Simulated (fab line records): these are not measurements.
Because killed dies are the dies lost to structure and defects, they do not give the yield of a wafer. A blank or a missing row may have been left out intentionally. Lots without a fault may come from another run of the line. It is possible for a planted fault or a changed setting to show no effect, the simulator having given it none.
fab line records ; flow n5-finfet
record lots=7; wafers=21
route steps=1938 shown MOL_CONTACT_COAG@518 BEOL_M0_SAQP@634 BEOL_M0@726 BEOL_M1@753
start-h: start of the lot's first displayed wafer, in hours after the record's first day ; wait-h: time in hours since the lot's previous step ; " the same as in the row above ; L1.1+2: one row covering several wafers at once ; - either no value or no given start ; * or withheld: withheld ; < > ~ a bound
route shown NAME@n: a module of which the file shows steps, and the number in the route of the first ; usual: mean/standard deviation of fault-free wafers ; same: alike in all rows ; chamber/n: place in a boat ; sites: readings site by site ; _std_site: how widely they spread, as a standard deviation ; _edge_site: the outer-site mean with the inner-site mean subtracted ; radius-mm: for every site, how far away it sits from the centre of the wafer ; mask NAME#n: copy n ; behind: the last tool/chamber to shape the wafer ; hold: why the lot was held/for how many hours/how that ended ; device: which transistor (n, p or np) failed to switch ; end of line: the tests these same wafers got at the end of their route ; a step with no rows: only its recipe ; killed: the dies lost at the first sort to structure and to defects; this is not the yield of the wafer ; map: the dies of a wafer, with x for killed, . for not killed, _ for no die there
set.NAME: the setting that was run; set.NAME@STEP: the one run at that earlier step ; model.NAME: the simulator's own value behind a step, which no gauge read
one table per step and one row per wafer, for lots whose settings were changed on purpose
## steps
# step N5_MOL_CONTACT_COAG_COAT_104
# recipe resist=SiARC; temp-c=220; time-s=60; spin-rpm=1500; resist-thk-nm=12
lot.wafer;tool;chamber;start-h;wait-h;set.spin-rpm;model.SiARC_of_MOL_CONTACT_COAG_COAT_104.thk-nm
L074.1;litho-track-02;0;-;-;1406;12.4
L074.4+5;litho-track-02;0;-;-;1500;12
L077.1+3+5;litho-track-01;0;-;-;1500;12
L079.2+4+6;litho-track-01;0;-;-;1500;12
L080.2+4+5;litho-track-01;0;-;-;1500;12
L083.1+6;litho-track-04;0;-;-;1581;11.8
L083.4;litho-track-04;0;-;-;1500;12
L094.1;litho-track-02;0;-;-;1500;12
L094.3+6;litho-track-02;0;-;-;1339;12.8
L095.2+5;litho-track-01;0;-;-;1500;12
L095.3;litho-track-01;0;-;-;1542;11.8
# step N5_MOL_CONTACT_COAG_COAT_58
# recipe resist=underlayer; temp-c=205; time-s=60; spin-rpm=1500; resist-thk-nm=10
# step N5_MOL_CONTACT_COAG_COAT_02
# recipe resist=CAR-EUV; spin-rpm=1500; resist-thk-nm=30
# step N5_MOL_CONTACT_COAG_DESCUM_13
# recipe chemistry=O2; time-s=7; source-power-w=50; bias-power-w=20; pressure-mtorr=20; rf-frequency-hz=2.712e+07; temp-c=40; resist=CAR-EUV; o2-flow-sccm=225
# step N5_MOL_CONTACT_COAG_ETCH_59
# recipe chemistry=N2/H2; target=underlayer; target-depth-a=130; mask-material=CAR-EUV; time-s=10.4; ion-energy-ev=200; pressure-mtorr=30; source-w=840; bias-w=150; n2-flow-sccm=200; h2-flow-sccm=200; ends=cleared
# step N5_MOL_CONTACT_COAG_ETCH_105
# recipe chemistry=CF4; target=SiARC; target-depth-a=156; mask-material=CAR-EUV; time-s=26; ion-energy-ev=80; pressure-mtorr=40; source-w=545; bias-w=36; Ar_flow_sccm=100; cf4-flow-sccm=100; ends=cleared
# usual etch-rf-on-time-s=25.8/0.45
lot.wafer;tool;chamber;start-h;wait-h;set.spin-rpm@MOL_CONTACT_COAG_COAT_104;etch-rf-on-time-s;model.etch.depth-nm
L074.1;rie-diel-04;0;91.95;0.0;1406;26.6;12.45
L074.4;rie-diel-04;1;91.95;0.0;1500;26.0;12
L074.5;rie-diel-04;1;91.95;0.0;1500;25.7;12.04
L077.1;rie-diel-02;3;110.40;0.0;1500;25.2;12
L077.3;rie-diel-02;0;110.40;0.0;1500;26.3;11.97
L077.5;rie-diel-02;2;110.40;0.0;1500;25.6;12.02
L079.2;rie-diel-02;1;120.79;0.0;1500;25.4;11.99
L079.4;rie-diel-02;2;120.79;0.0;1500;25.6;12.02
L079.6;rie-diel-02;1;120.79;0.0;1500;25.5;12.04
L080.2;rie-diel-04;3;126.26;0.0;1500;25.6;12.02
L080.4;rie-diel-04;0;126.26;0.0;1500;25.7;12.04
L080.5;rie-diel-04;3;126.26;0.0;1500;25.6;12
L083.1;rie-diel-02;1;142.05;0.0;1581;25.2;11.73
L083.4;rie-diel-02;0;142.05;0.0;1500;26.9;12.01
L083.6;rie-diel-02;0;142.05;0.0;1581;26.0;11.7
L094.1;rie-diel-04;2;215.08;0.0;1500;24.6;11.98
L094.3;rie-diel-04;3;215.08;0.0;1339;27.0;12.7
L094.6;rie-diel-04;0;215.08;0.0;1339;27.1;12.75
L095.2;rie-diel-04;1;218.26;0.0;1500;26.0;12.04
L095.3;rie-diel-04;0;218.26;0.0;1542;25.3;11.85
L095.5;rie-diel-04;3;218.26;0.0;1500;26.0;12.03
# step N5_MOL_CONTACT_COAG_ETCH_106
# recipe chemistry=N2/H2; target=SOC; target-depth-a=800; overetch-a=160; mask-material=SiARC; temp-c=40; time-s=120; ion-energy-ev=200; pressure-mtorr=30; source-w=840; bias-w=150; n2-flow-sccm=200; h2-flow-sccm=200
lot.wafer;tool;chamber;start-h;wait-h;set.spin-rpm@MOL_CONTACT_COAG_COAT_104;model.SiARC_of_MOL_CONTACT_COAG_COAT_104.thk-nm
L074.1;rie-diel-04;0;91.98;0.0;1406;6.6
L074.4+5;rie-diel-04;1;91.98;0.0;1500;6.4
L077.1;rie-diel-02;3;110.42;0.0;1500;6.2
L077.3;rie-diel-02;0;110.42;0.0;1500;6.6
L077.5;rie-diel-02;2;110.42;0.0;1500;6.4
L079.2+4+6;rie-diel-02;1,2,1;120.82;0.0;1500;6.4
L080.2+4+5;rie-diel-04;3,0,3;126.29;0.0;1500;6.2
L083.1;rie-diel-02;1;142.08;0.0;1581;6
L083.4;rie-diel-02;0;142.08;0.0;1500;6.6
L083.6;rie-diel-02;0;142.08;0.0;1581;6.2
L094.1;rie-diel-04;2;215.10;0.0;1500;6
L094.3+6;rie-diel-04;3,0;215.10;0.0;1339;7
L095.2;rie-diel-04;1;218.29;0.0;1500;6.4
L095.3;rie-diel-04;0;218.29;0.0;1542;6
L095.5;rie-diel-04;3;218.29;0.0;1500;6.2
# step N5_MOL_CONTACT_COAG_COAT_64
# recipe resist=underlayer; temp-c=205; time-s=60; spin-rpm=1500; resist-thk-nm=10
lot.wafer;tool;chamber;start-h;wait-h;set.spin-rpm;model.underlayer_of_MOL_CONTACT_COAG_COAT_64.thk-nm
L074.1+4;litho-track-04;0;-;-;1500;10
L074.5;litho-track-04;0;-;-;1627;9.6
L077.1+3+5;litho-track-02;0;-;-;1500;10
L079.2+4+6;litho-track-04;0;-;-;1500;10
L080.2+4+5;litho-track-02;0;-;-;1500;10
L083.1+4+6;litho-track-02;0;-;-;1500;10
L094.1+3;litho-track-02;0;-;-;1500;10
L094.6;litho-track-02;0;-;-;1667;9.4
L095.2+3;litho-track-04;0;-;-;1334;10.6
L095.5;litho-track-04;0;-;-;1500;10
# step N5_MOL_CONTACT_COAG_COAT_34
# recipe resist=CAR-EUV; spin-rpm=1500; resist-thk-nm=40
# step N5_MOL_CONTACT_COAG_EBR_36
# recipe solvent=PGMEA; ebr-width-mm=1.5
# step N5_MOL_CONTACT_COAG_DESCUM_45
# recipe chemistry=O2; time-s=7; source-power-w=50; bias-power-w=20; pressure-mtorr=20; rf-frequency-hz=2.712e+07; temp-c=40; resist=CAR-EUV; o2-flow-sccm=225
# step N5_MOL_CONTACT_COAG_ETCH_65
# recipe chemistry=N2/H2; target=underlayer; target-depth-a=130; mask-material=CAR-EUV; time-s=10.4; ion-energy-ev=200; pressure-mtorr=30; source-w=840; bias-w=150; n2-flow-sccm=200; h2-flow-sccm=200; ends=cleared
lot.wafer;tool;chamber;start-h;wait-h;set.spin-rpm@MOL_CONTACT_COAG_COAT_64;model.etch.depth-nm;model.CAR-EUV_of_MOL_CONTACT_COAG_COAT_34.thk-nm
L074.1;rie-diel-06;2;104.26;0.0;1500;10.04;24.8
L074.4;rie-diel-06;3;104.26;0.0;1500;10.02;24.6
L074.5;rie-diel-06;1;104.26;0.0;1627;9.62;25.4
L077.1;rie-diel-06;3;123.00;0.0;1500;10.01;24.8
L077.3;rie-diel-06;0;123.00;0.0;1500;9.99;24.8
L077.5;rie-diel-06;2;123.00;0.0;1500;10.05;24.8
L079.2;rie-diel-04;2;133.47;0.0;1500;10.05;24.6
L079.4+6;rie-diel-04;3,0;133.47;0.0;1500;10.06;24.4
L080.2;rie-diel-02;2;137.39;0.0;1500;10.01;24.6
L080.4;rie-diel-02;3;137.39;0.0;1500;9.992;24.8
L080.5;rie-diel-02;1;137.39;0.0;1500;9.996;24.6
L083.1;rie-diel-04;2;157.69;0.0;1500;9.984;24.4
L083.4;rie-diel-04;1;157.69;0.0;1500;10;24.4
L083.6;rie-diel-04;2;157.69;0.0;1500;9.992;24.6
L094.1;rie-diel-04;2;226.55;0.0;1500;9.992;24.6
L094.3;rie-diel-04;3;226.55;0.0;1500;9.998;24.6
L094.6;rie-diel-04;3;226.55;0.0;1667;9.491;25.2
L095.2;rie-diel-06;0;228.19;0.0;1334;10.6;23.8
L095.3;rie-diel-06;2;228.19;0.0;1334;10.61;23.8
L095.5;rie-diel-06;3;228.19;0.0;1500;10;24.4
# step N5_MOL_CONTACT_COAG_ETCH_66
# recipe chemistry=CF4; target=SiARC; target-depth-a=130; mask-material=CAR-EUV; time-s=21.7; ion-energy-ev=80; pressure-mtorr=40; source-w=545; bias-w=36; Ar_flow_sccm=100; cf4-flow-sccm=100; ends=cleared
lot.wafer;tool;chamber;start-h;wait-h;set.spin-rpm@MOL_CONTACT_COAG_COAT_64;model.CAR-EUV_of_MOL_CONTACT_COAG_COAT_34.thk-nm
L074.1;rie-diel-06;2;104.28;0.0;1500;17.2
L074.4;rie-diel-06;3;104.28;0.0;1500;17
L074.5;rie-diel-06;1;104.28;0.0;1627;17.6
L077.1+3;rie-diel-06;3,0;123.02;0.0;1500;17
L077.5;rie-diel-06;2;123.02;0.0;1500;17.2
L079.2;rie-diel-04;2;133.49;0.0;1500;16.8
L079.4+6;rie-diel-04;3,0;133.49;0.0;1500;16.6
L080.2+4;rie-diel-02;2,3;137.41;0.0;1500;17
L080.5;rie-diel-02;1;137.41;0.0;1500;16.8
L083.1+4+6;rie-diel-04;2,1,2;157.71;0.0;1500;16.8
L094.1;rie-diel-04;2;226.57;0.0;1500;16.8
L094.3;rie-diel-04;3;226.57;0.0;1500;17
L094.6;rie-diel-04;3;226.57;0.0;1667;17.4
L095.2+3;rie-diel-06;0,2;228.21;0.0;1334;16.2
L095.5;rie-diel-06;3;228.21;0.0;1500;16.8
# step N5_MOL_CONTACT_COAG_ALD_133
# recipe material=SiO2; target-thk-a=50; temp-c=100; ald-precursor-family=BDEAS; ald-co-reactant=O2-plasma; pulse-time-s=1; co-reactant-pulse-time-s=1; purge-time-s=2; co-reactant-purge-time-s=2; ald-cycles=35; pressure-torr=2
# step N5_MOL_CONTACT_COAG_ETCHBACK_134
# recipe chemistry=CHF3; target=SiO2; target-depth-a=100; time-s=6.7; ion-energy-ev=200; pressure-mtorr=30; source-w=610; bias-w=170; Ar_flow_sccm=200; CHF3_flow_sccm=50
lot.wafer;tool;chamber;start-h;wait-h;set.spin-rpm@MOL_CONTACT_COAG_COAT_64;model.CAR-EUV_of_MOL_CONTACT_COAG_COAT_34.thk-nm
L074.1;rie-diel-02;2;104.63;0.2;1500;15.8
L074.4;rie-diel-02;2;104.63;0.2;1500;15.4
L074.5;rie-diel-02;3;104.63;0.2;1627;16.2
L077.1+3;rie-diel-04;1,3;123.66;0.1;1500;15.6
L077.5;rie-diel-04;0;123.66;0.1;1500;15.8
L079.2;rie-diel-04;2;133.89;0.2;1500;15.4
L079.4+6;rie-diel-04;3,0;133.89;0.2;1500;15.2
L080.2+4;rie-diel-06;3,0;138.01;0.1;1500;15.6
L080.5;rie-diel-06;2;138.01;0.1;1500;15.4
L083.1+6;rie-diel-04;2;158.53;0.1;1500;15.4
L083.4;rie-diel-04;3;158.53;0.1;1500;15.2
L094.1;rie-diel-06;2;226.85;0.1;1500;15.4
L094.3;rie-diel-06;0;226.85;0.1;1500;15.6
L094.6;rie-diel-06;0;226.85;0.1;1667;16
L095.2;rie-diel-04;0;229.13;0.4;1334;14.6
L095.3;rie-diel-04;3;229.13;0.4;1334;14.8
L095.5;rie-diel-04;0;229.13;0.4;1500;15.4
# step N5_BEOL_M0_SAQP_HM_DEP_02
# recipe material=TiN; target-thk-a=120; temp-c=25; chamber-pressure-pa=0.49996
lot.wafer;tool;chamber;start-h;wait-h;set.target-thk-a;model.TiN_of_BEOL_M0_SAQP_HM_DEP_02.thk-nm
L074.1+5;pvd-sputter-03;-;112.95;1.5;125.3;12.6
L074.4;pvd-sputter-03;-;112.95;1.5;125.3;12.4
L077.1+5;pvd-sputter-02;-;128.67;0.3;120;12
L077.3;pvd-sputter-02;-;128.67;0.3;120;11.8
L079.2+4+6;pvd-sputter-01;-;139.69;1.1;120;12.2
L080.2;pvd-sputter-02;-;144.01;1.3;136;13.8
L080.4+5;pvd-sputter-02;-;144.01;1.3;120;12
L083.1;pvd-sputter-03;-;163.32;0.1;120;11.6
L083.4;pvd-sputter-03;-;163.32;0.1;120;11.8
L083.6;pvd-sputter-03;-;163.32;0.1;115.3;11.2
L094.1+3;pvd-sputter-01;-;235.25;1.7;127.1;12.8
L094.6;pvd-sputter-01;-;235.25;1.7;120;12.2
L095.2+5;pvd-sputter-03;-;237.04;0.5;104.8;10.4
L095.3;pvd-sputter-03;-;237.04;0.5;120;12
# step N5_BEOL_M0_SAQP_EXPOSE_11
# recipe mask-id=M0_CORE; na=1.35; source-shape=dipole; sigma-inner=0.538; sigma-outer=0.738; polarization=te; target-cd-nm=42; dose-mj=55
lot.wafer;tool;chamber;start-h;wait-h;mask;set.dose-mj
L074.1;arfi-scanner-01;0;113.65;-;M0_CORE#0;55
L074.4+5;arfi-scanner-01;0;113.65;-;M0_CORE#0;52.06
L077.1+3;arfi-scanner-02;0;129.37;-;M0_CORE#0;55
L077.5;arfi-scanner-02;0;129.37;-;M0_CORE#0;52.75
L079.2+4+6;arfi-scanner-03;0;140.39;-;M0_CORE#0;55
L080.2+5;arfi-scanner-03;0;144.58;-;M0_CORE#0;55
L080.4;arfi-scanner-03;0;144.58;-;M0_CORE#0;58.7
L083.1+6;arfi-scanner-01;0;164.01;-;M0_CORE#0;56.13
L083.4;arfi-scanner-01;0;164.01;-;M0_CORE#0;55
L094.1+3+6;arfi-scanner-01;0;235.82;-;M0_CORE#0;55
L095.2+3;arfi-scanner-01;0;237.60;-;M0_CORE#0;52.95
L095.5;arfi-scanner-01;0;237.60;-;M0_CORE#0;55
# step N5_BEOL_M0_SAQP_PEB_12
# recipe peb-temp-c=withheld; peb-time-s=60; resist=CAR-ArF
# step N5_BEOL_M0_SAQP_DEVELOP_13
# recipe develop-time-s=30; developer=TMAH; resist=CAR-ArF; dev-temp-c=23; rinse-liquid=diw; dry=air-spin
# step N5_BEOL_M0_SAQP_CD_MEAS_14
# recipe target-cd-nm=42.5; landing-energy-ev=500; detector=se-inlens
# usual cd-nm=42.6/0.32
lot.wafer;tool;chamber;start-h;wait-h;set.dose-mj@BEOL_M0_SAQP_EXPOSE_11;cd-nm
L074.1;cd-sem-01;0;113.78;-;55;42.7
L074.4;cd-sem-01;0;113.78;-;52.06;44.4
L074.5;cd-sem-01;0;113.78;-;52.06;44.1
L077.1;cd-sem-03;0;129.50;-;55;43.0
L077.3;cd-sem-03;0;129.50;-;55;42.6
L077.5;cd-sem-03;0;129.50;-;52.75;43.9
L079.2;cd-sem-03;0;140.51;-;55;42.3
L079.4;cd-sem-03;0;140.51;-;55;42.4
L079.6;cd-sem-03;0;140.51;-;55;42.3
L080.2;cd-sem-01;0;144.70;-;55;42.4
L080.4;cd-sem-01;0;144.70;-;58.7;40.8
L080.5;cd-sem-01;0;144.70;-;55;42.5
L083.1;cd-sem-01;0;164.14;-;56.13;41.7
L083.4;cd-sem-01;0;164.14;-;55;42.4
L083.6;cd-sem-01;0;164.14;-;56.13;41.8
L094.1;cd-sem-03;0;235.95;-;55;42.3
L094.3;cd-sem-03;0;235.95;-;55;42.2
L094.6;cd-sem-03;0;235.95;-;55;42.3
L095.2;cd-sem-01;0;237.73;-;52.95;44.1
L095.3;cd-sem-01;0;237.73;-;52.95;43.7
L095.5;cd-sem-01;0;237.73;-;55;42.3
# step N5_BEOL_M0_ETCH_109
# recipe chemistry=CH3F/O2; target-depth-a=80; overetch-a=24; target=SiCN; time-s=27.4; ion-energy-ev=120; pressure-mtorr=30; source-w=395; bias-w=75; Ar_flow_sccm=150; CH3F_flow_sccm=30; O2_flow_sccm=20
# usual rf-vpp-V=297.6/1.4
lot.wafer;tool;chamber;start-h;wait-h;set.bias-w;rf-vpp-V
L074.1;rie-diel-06;0;121.78;0.0;75;297.9
L074.4;rie-diel-06;0;121.78;0.0;85.22;322.9
L074.5;rie-diel-06;2;121.78;0.0;75;297.5
L077.1;rie-diel-06;2;136.11;0.0;75;296.5
L077.3;rie-diel-06;1;136.11;0.0;79.4;310.3
L077.5;rie-diel-06;2;136.11;0.0;75;296.0
L079.2;rie-diel-06;3;148.58;0.0;75;299.0
L079.4;rie-diel-06;0;148.58;0.0;75;297.8
L079.6;rie-diel-06;2;148.58;0.0;75;297.6
L080.2;rie-diel-04;0;154.43;0.0;64.39;270.0
L080.4;rie-diel-04;1;154.43;0.0;75;297.4
L080.5;rie-diel-04;1;154.43;0.0;64.39;268.9
L083.1;rie-diel-02;1;171.36;0.0;75;297.1
L083.4;rie-diel-02;1;171.36;0.0;67.27;276.6
L083.6;rie-diel-02;2;171.36;0.0;67.27;278.1
L095.2;rie-diel-04;0;250.28;0.1;87.11;326.1
L095.3;rie-diel-04;3;250.28;0.1;87.11;327.3
L095.5;rie-diel-04;0;250.28;0.1;87.11;327.5
L094.1;rie-diel-02;2;250.42;0.0;75;296.5
L094.3;rie-diel-02;0;250.42;0.0;78.88;308.8
L094.6;rie-diel-02;3;250.42;0.0;78.88;309.0
# step N5_BEOL_M1_PECVD_72
# recipe material=SiO2; target-thk-a=160; temp-c=400; precursor=TEOS/O2; pressure-torr=5.5; rf-w=450; teos-flow-sccm=53.8; gas=O2; flow-sccm=3000; time-s=18
lot.wafer;tool;chamber;start-h;wait-h;set.time-s;model.SiO2_of_BEOL_M1_PECVD_72.thk-nm
L074.1;pecvd-02;0;126.22;0.0;18;16.2
L074.4+5;pecvd-02;0,1;126.22;0.0;19.64;17.8
L077.1;pecvd-03;2;140.37;0.0;18;16
L077.3;pecvd-03;0;140.37;0.0;18;15.8
L077.5;pecvd-03;0;140.37;0.0;18.91;16.8
L079.2;pecvd-03;0;151.72;0.0;18;15.8
L079.4+6;pecvd-03;2,1;151.72;0.0;18;16
L080.2+4;pecvd-02;0,1;157.99;0.0;18;16
L080.5;pecvd-02;0;157.99;0.0;19.08;17.2
L083.1;pecvd-01;0;174.64;0.0;18;15.8
L083.4;pecvd-01;1;174.64;0.0;18;16
L083.6;pecvd-01;2;174.64;0.0;19.87;17.8
L095.2+3;pecvd-01;0,2;252.84;0.0;18;16
L095.5;pecvd-01;0;252.84;0.0;16.77;15.2
L094.1;pecvd-02;0;254.50;0.0;16.92;15
L094.3;pecvd-02;2;254.50;0.0;16.92;15.2
L094.6;pecvd-02;1;254.50;0.0;16.92;15.4
## key
split step=N5_MOL_CONTACT_COAG_COAT_104; setting=spin-rpm; stated=1500; by=wafer
response step=N5_MOL_CONTACT_COAG_COAT_104; reading=model.SiARC_of_MOL_CONTACT_COAG_COAT_104.thk-nm; change=-0.0665; per=1%; r=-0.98
response step=N5_MOL_CONTACT_COAG_ETCH_105; reading=etch-rf-on-time-s; change=*; per=1%; r=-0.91
response step=N5_MOL_CONTACT_COAG_ETCH_105; reading=model.etch.depth-nm; change=-0.0665; per=1%; r=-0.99
response step=N5_MOL_CONTACT_COAG_ETCH_106; reading=model.SiARC_of_MOL_CONTACT_COAG_COAT_104.thk-nm; change=-0.0811; per=1%; r=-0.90
split step=N5_MOL_CONTACT_COAG_COAT_64; setting=spin-rpm; stated=1500; by=wafer
response step=N5_MOL_CONTACT_COAG_COAT_64; reading=model.underlayer_of_MOL_CONTACT_COAG_COAT_64.thk-nm; change=-0.0525; per=1%; r=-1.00
response step=N5_MOL_CONTACT_COAG_ETCH_65; reading=model.etch.depth-nm; change=-0.0495; per=1%; r=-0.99
response step=N5_MOL_CONTACT_COAG_ETCH_65; reading=model.CAR-EUV_of_MOL_CONTACT_COAG_COAT_34.thk-nm; change=+0.0605; per=1%; r=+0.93
response step=N5_MOL_CONTACT_COAG_ETCH_66; reading=model.CAR-EUV_of_MOL_CONTACT_COAG_COAT_34.thk-nm; change=+0.0517; per=1%; r=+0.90
response step=N5_MOL_CONTACT_COAG_ETCHBACK_134; reading=model.CAR-EUV_of_MOL_CONTACT_COAG_COAT_34.thk-nm; change=+0.0578; per=1%; r=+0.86
split step=N5_BEOL_M0_SAQP_HM_DEP_02; setting=target-thk-a; stated=120; by=wafer
response step=N5_BEOL_M0_SAQP_HM_DEP_02; reading=model.TiN_of_BEOL_M0_SAQP_HM_DEP_02.thk-nm; change=+0.128; per=1%; r=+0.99
split step=N5_BEOL_M0_SAQP_EXPOSE_11; setting=dose-mj; stated=55; by=wafer
response step=N5_BEOL_M0_SAQP_CD_MEAS_14; reading=cd-nm; change=-0.292; per=1%; r=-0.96
split step=N5_BEOL_M0_ETCH_109; setting=bias-w; stated=75; by=wafer
response step=N5_BEOL_M0_ETCH_109; reading=rf-vpp-V; change=+1.97; per=1%; r=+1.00
split step=N5_BEOL_M1_PECVD_72; setting=time-s; stated=18; by=wafer
response step=N5_BEOL_M1_PECVD_72; reading=model.SiO2_of_BEOL_M1_PECVD_72.thk-nm; change=+0.172; per=1%; r=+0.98
